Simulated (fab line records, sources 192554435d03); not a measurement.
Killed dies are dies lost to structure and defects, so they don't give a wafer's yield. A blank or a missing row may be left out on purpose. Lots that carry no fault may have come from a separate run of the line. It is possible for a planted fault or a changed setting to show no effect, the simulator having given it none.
Matching of chambers -- flow n5 finfet -- 3 sister chambers for N5_BEOL_M10_PECVD_70 on pecvd-02
The step deposits SiO2 from TEOS/O2, target thk 20 nm, time 22.7 s. 16 wafers are shown with their chamber, then 8 later ones without.

## WAFERS WITH THEIR CHAMBER
wafer,chamber,throttle valve pct (%),showerhead plenum p Torr (Torr),heater power w (W)
L075.1,2,21.8,8.68,669
L075.3,1,24.9,8.64,815
L075.5,0,21.6,8.83,659
L076.1,0,21.4,8.83,757
L076.2,1,24.4,8.63,816
L076.5,2,21.9,8.69,659
L079.1,0,21.7,8.83,693
L079.4,1,24.3,8.63,885
L079.6,0,21.7,8.81,692
L081.1,2,21.9,8.69,649
L081.2,1,24.3,8.64,835
L081.3,0,21.8,8.80,740
L084.3,2,22.0,8.70,665
L084.5,0,21.7,8.80,620
L084.6,1,24.4,8.63,841
L092.1,1,24.3,8.66,852

SIGNATURES (means of the wafers above)
reading,chamber 0,chamber 1,chamber 2,scatter within a chamber
throttle valve pct,21.650,24.433,21.900,0.173
showerhead plenum p Torr,8.8167,8.6383,8.6900,0.0125
heater power w,693.50,840.67,660.50,35.5
Rule: for each reading, subtract the chamber's mean from the wafer's reading, divide by that reading's scatter and square the result; add these up over the readings and take the root, which gives the wafer's distance from the chamber. If the next closest chamber is less than 2 further off than the closest, the wafer can't be placed; otherwise it belongs to the closest. How the scatter is found: for the shown wafers, subtract from each reading the mean of its chamber, square and add these, divide the total by (wafers less chambers), then take the root.

## WAFERS MISSING THEIR CHAMBER
wafer,throttle valve pct (%),showerhead plenum p Torr (Torr),heater power w (W)
L092.4,24.5,8.62,865
L092.6,22.2,8.70,677
L093.1,21.7,8.79,721
L093.3,24.3,8.64,724
L093.5,24.6,8.65,726
L096.2,21.7,8.79,694
L096.4,21.5,8.80,707
L096.6,22.3,8.69,632

## EACH ONE'S CHAMBER
wafer,from the rows above,in truth
L092.4,1,1
L092.6,2,2
L093.1,0,0
L093.3,1,1
L093.5,1,1
L096.2,0,0
L096.4,0,0
L096.6,2,2
Correct placement for 8 of the 8. Left unplaced by these rows: 0. Placed wrongly: 0.
